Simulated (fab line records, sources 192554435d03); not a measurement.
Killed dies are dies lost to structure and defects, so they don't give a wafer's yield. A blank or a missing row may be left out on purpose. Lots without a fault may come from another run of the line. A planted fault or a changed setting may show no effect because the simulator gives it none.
Split-lot experiment | flow n5_finfet | 7 lots, 21 wafers read, on a route of 1938 steps

THE SPLIT
At N5_BEOL_M6_TRENCH_ETCH_37 (etches SiCOH lowk in C4F6/O2, target depth 94.435 nm, time 31.5 s), the setting bias_w was moved away from the recipe's 185 W on 7 of the 21 wafers read, by -14.6% to +8.3%. The other wafers ran this setting at the recipe's value.

The reading is taken at the split's own step.

THE READING
rf_vpp_V, in V, at N5_BEOL_M6_TRENCH_ETCH_37 (etches SiCOH lowk in C4F6/O2, target depth 94.435 nm, time 31.5 s). Fault-free wafers of this fab line usually give 662 V, standard deviation 9.6 V.

wafer  | tool, chamber at the split | bias_w as run, W | against the recipe | rf_vpp_V, V | against lot-mates on the recipe
L074.2 | rie_diel-02, 1             | 185              | recipe             | 654         | -
L074.3 | rie_diel-02, 0             | 185              | recipe             | 660         | -
L074.4 | rie_diel-02, 2             | 185              | recipe             | 659         | -
L076.1 | rie_diel-04, 1             | 173.2            | -6.4%              | 628         | -34
L076.2 | rie_diel-04, 2             | 185              | recipe             | 663         | -
L076.5 | rie_diel-04, 2             | 185              | recipe             | 662         | -
L084.3 | rie_diel-02, 2             | 197.8            | +6.9%              | 697         | +40
L084.5 | rie_diel-02, 1             | 185              | recipe             | 654         | -
L084.6 | rie_diel-02, 2             | 185              | recipe             | 659         | -
L085.1 | rie_diel-02, 1             | 185              | recipe             | 655         | -
L085.5 | rie_diel-02, 0             | 185              | recipe             | 660         | -
L085.6 | rie_diel-02, 3             | 185              | recipe             | 660         | -
L092.1 | rie_diel-02, 1             | 185              | recipe             | 654         | -
L092.2 | rie_diel-02, 0             | 157.9            | -14.6%             | 581         | -76
L092.3 | rie_diel-02, 2             | 185              | recipe             | 660         | -
L093.2 | rie_diel-04, 0             | 176.2            | -4.8%              | 618         | -43
L093.3 | rie_diel-04, 2             | 185              | recipe             | 661         | -
L093.4 | rie_diel-04, 1             | 176.2            | -4.8%              | 636         | -25
L091.1 | rie_diel-01, 1             | 185              | recipe             | 677         | -
L091.5 | rie_diel-01, 3             | 200.4            | +8.3%              | 719         | +42
L091.6 | rie_diel-01, 2             | 200.4            | +8.3%              | 710         | +33

THE FIT
A straight line over all 21 wafers: rf_vpp_V changes by +5.83 V for each +1% of bias_w; r = +0.98; the points scatter about the line by 6.7 V.
The same after taking each lot's own level away (the mean of its wafers on the recipe; 21 wafers): +5.24 V for each +1%; r = +0.98; scatter 5.1 V.
On that fit, the largest move of bias_w shifts the reading by 77 V.
The lots' own levels span 656.5 to 677.0 V, that is 2.1 times the standard deviation above.
So the lot-to-lot level changes the slope: the two fits differ.
Check: with one of the wafers moved furthest among these (-14.6%) left out of the fit, the line predicts -79.9 V for it against its lot-mates. It came out at -76 V against them.
Tool readings at the split's step, against how far the setting was moved: rf_vpp_V r = +0.98.

OTHER SPLITS ON THESE WAFERS
These wafers also went through other splits before the reading. Each is held against what the fit with the lots' levels taken away leaves over:
other split on the same wafers | wafers away from the commonest value | r with rf_vpp_V (lot level and that fit taken away)
N5_BEOL_M5_EXPOSE_08 dose_mj   | 9                                    | +0.14
N5_BEOL_M6_ETCH_61 bias_w      | 10                                   | -0.05
N5_BEOL_M6_ETCH_62 time_s      | 8                                    | +0.18
N5_BEOL_M6_DESCUM_33 time_s    | 4                                    | +0.08

THE FILE'S OWN FIT
rf_vpp_V changes by +5.26 V for each +1% of bias_w, r = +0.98.
